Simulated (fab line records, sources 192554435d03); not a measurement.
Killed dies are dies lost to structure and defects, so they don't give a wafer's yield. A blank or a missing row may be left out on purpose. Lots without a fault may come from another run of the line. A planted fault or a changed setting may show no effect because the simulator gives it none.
Split-lot experiment | flow n5_finfet | 7 lots, 21 wafers read, on a route of 1938 steps

THE SPLIT
At N5_SD_EPI_P_EPI_21 (deposits SiGe:B, time 355 s), the setting epi_growth_time_s was moved away from the recipe's 355 s on 6 of the 21 wafers read, by -6.5% to +7.6%. The other wafers ran this setting at the recipe's value.

FROM THE SPLIT TO THE READING: what the file shows between them, 5 steps
- N5_SD_EPI_P_HM_STRIP_48: strips SiNx in H3PO4, material SiNx, target depth 3 nm
- N5_SD_EPI_P_SRD_49: time 30 s
- N5_SD_EPI_P_PRECLEAN_24: cleans in O3/DIW, time 45 s
- N5_SD_ACTIVATION_RTA_00: time 0 s
- N5_SD_ACTIVATION_LSA_01: time 0.0008 s

THE READING
RS_SD_P, in ohm/sq, at N5_SD_ACTIVATION_RS_MEAS_03 (measures by four-point-probe). Fault-free wafers of this fab line usually give 55.9 ohm/sq, standard deviation 0.83 ohm/sq.

wafer  | tool, chamber at the split | epi_growth_time_s as run, s | against the recipe | RS_SD_P, ohm/sq | against lot-mates on the recipe
L086.1 | epi_rpcvd-03, 0            | 355                         | recipe             | 55.6            | -
L086.2 | epi_rpcvd-03, 0            | 355                         | recipe             | 55.7            | -
L086.3 | epi_rpcvd-03, 0            | 372.4                       | +4.9%              | 54.2            | -1.5
L088.1 | epi_rpcvd-03, 0            | 355                         | recipe             | 56.2            | -
L088.2 | epi_rpcvd-03, 0            | 333.4                       | -6.1%              | 58.6            | +2.6
L088.3 | epi_rpcvd-03, 0            | 355                         | recipe             | 55.7            | -
L089.2 | epi_rpcvd-01, 0            | 332.1                       | -6.5%              | 58.2            | +1.6
L089.4 | epi_rpcvd-01, 0            | 355                         | recipe             | 56.6            | -
L089.5 | epi_rpcvd-01, 0            | 332.1                       | -6.5%              | 58.2            | +1.6
L090.1 | epi_rpcvd-03, 0            | 355                         | recipe             | 56.9            | -
L090.3 | epi_rpcvd-03, 0            | 355                         | recipe             | 55.6            | -
L090.5 | epi_rpcvd-03, 0            | 355                         | recipe             | 56.6            | -
L092.1 | epi_rpcvd-03, 0            | 355                         | recipe             | 55.4            | -
L092.2 | epi_rpcvd-03, 0            | 355                         | recipe             | 55.8            | -
L092.5 | epi_rpcvd-03, 0            | 355                         | recipe             | 55.9            | -
L093.2 | epi_rpcvd-03, 0            | 355                         | recipe             | 56.6            | -
L093.4 | epi_rpcvd-03, 0            | 381.9                       | +7.6%              | 54.1            | -2.5
L093.5 | epi_rpcvd-03, 0            | 381.9                       | +7.6%              | 53.6            | -3.0
L097.1 | epi_rpcvd-03, 0            | 355                         | recipe             | 57.4            | -
L097.3 | epi_rpcvd-03, 0            | 355                         | recipe             | 55.5            | -
L097.4 | epi_rpcvd-03, 0            | 355                         | recipe             | 56.2            | -

THE FIT
A straight line over all 21 wafers: RS_SD_P changes by -0.331 ohm/sq for each +1% of epi_growth_time_s; r = -0.92; the points scatter about the line by 0.54 ohm/sq.
The same after taking each lot's own level away (the mean of its wafers on the recipe; 21 wafers): -0.33 ohm/sq for each +1%; r = -0.93; scatter 0.47 ohm/sq.
On that fit, the largest move of epi_growth_time_s shifts the reading by 2.5 ohm/sq.
The lots' own levels span 55.65 to 56.60 ohm/sq, that is 1.1 times the standard deviation above.
So the lot-to-lot level changes the slope little: the two slopes agree.
Check: with one of the wafers moved furthest among these (+7.6%) left out of the fit, the line predicts -2.55 ohm/sq for it against its lot-mates. It came out at -2.5 ohm/sq against them.

OTHER SPLITS ON THESE WAFERS
These wafers also went through other splits before the reading. Each is held against what the fit with the lots' levels taken away leaves over:
other split on the same wafers  | wafers away from the commonest value | r with RS_SD_P (lot level and that fit taken away)
N5_ZERO_LAYER_PEB_09 peb_time_s | as run: not given for these wafers   | -
N5_WELL_APT_COAT_19 spin_rpm    | 8                                    | +0.08
N5_WELL_APT_PEB_23 peb_time_s   | 11                                   | -0.07
N5_FIN_CUT_EXPOSE_05 dose_mj    | 6                                    | +0.13
N5_DUMMY_GATE_COAT_28 spin_rpm  | 6                                    | +0.24

THE WHOLE CHAIN: every reading that the file lists as answering this split, in the file's order
step                        | what it does                                           | reading                                                                           | change (the file's fit)               | r (the file's)
N5_SD_EPI_P_EPI_21          | deposits SiGe:B, time 355 s                            | SiGe-B_of_SD_EPI_P_EPI_21.thk_nm (the simulator's own value, which no gauge read) | +0.417 nm for each +1% of the setting | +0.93
N5_SD_EPI_P_HM_STRIP_48     | strips SiNx in H3PO4, material SiNx, target depth 3 nm | SiGe-B_of_SD_EPI_P_EPI_21.thk_nm (the simulator's own value, which no gauge read) | +0.41 nm for each +1% of the setting  | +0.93
N5_SD_ACTIVATION_RS_MEAS_03 | measures by four-point-probe                           | RS_SD_P                                                                           | -0.335 for each +1% of the setting    | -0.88

THE FILE'S OWN FIT
RS_SD_P changes by -0.335 ohm/sq for each +1% of epi_growth_time_s, r = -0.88.
